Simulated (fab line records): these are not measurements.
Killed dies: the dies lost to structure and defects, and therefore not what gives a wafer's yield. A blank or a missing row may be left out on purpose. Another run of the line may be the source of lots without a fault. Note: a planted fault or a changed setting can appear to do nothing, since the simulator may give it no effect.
Matching of chambers | flow n5 finfet | 4 sister chambers for N5_GATE_CUT_CMP_23 on cmp-03
The step polishes, stops on SiO2, t overpolish 23.4 s, target thk 16 nm. 7 wafers are shown with their chamber, then 9 later ones without.

EACH WAFER AND ITS CHAMBER
wafer  | chamber | motor current A (A) | time to endpoint s (s)
L077.5 | 1       | 7.9                 | 19.0
L085.1 | 0       | 8.7                 | 18.0
L085.4 | 2       | 8.6                 | 17.2
L085.6 | 0       | 8.7                 | 16.2
L088.1 | 1       | 8.5                 | 20.9
L088.3 | 3       | 9.1                 | 18.9
L088.4 | 2       | 8.2                 | 20.2

WAFERS WITHOUT THEIR CHAMBER
wafer  | motor current A (A) | time to endpoint s (s)
L089.1 | 8.4                 | 19.5
L089.4 | 8.9                 | 16.9
L089.5 | 8.6                 | 18.0
L090.1 | 9.5                 | 16.6
L090.2 | 8.6                 | 17.6
L090.5 | 8.3                 | 16.6
L096.1 | 8.3                 | 17.7
L096.3 | 9.0                 | 19.0
L096.5 | 8.5                 | 20.4

WHICH CHAMBER EACH WENT THROUGH
wafer  | from the rows above               | in truth
L089.1 | can't be placed: 2 or 1 or 0 or 3 | 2
L089.4 | can't be placed: 0 or 3 or 2      | 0
L089.5 | can't be placed: 0 or 2 or 3 or 1 | 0
L090.1 | can't be placed: 3 or 0 or 2      | 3
L090.2 | can't be placed: 0 or 2 or 3 or 1 | 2
L090.5 | can't be placed: 2 or 0 or 1 or 3 | 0
L096.1 | can't be placed: 2 or 0 or 1      | 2
L096.3 | can't be placed: 3 or 0 or 2      | 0
L096.5 | can't be placed: 1 or 2 or 0 or 3 | 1
Correctly placed: 0 of 9. Unplaceable from these rows: 9, with the true chamber sitting among the candidates in 9. Placed wrongly: 0.
How it was worked out, from the rows above alone: a wafer's distance from a chamber is the root of the sum, over the readings, of the square of ((its reading less the chamber's mean) divided by the reading's scatter). If the next closest chamber is less than 2 further off than the closest, the wafer can't be placed; otherwise it belongs to the closest. A chamber's mean is the mean of its shown wafers. The scatter: the root of (the sum of the squares of (reading less its chamber's mean) over the shown wafers, divided by (wafers less chambers)).
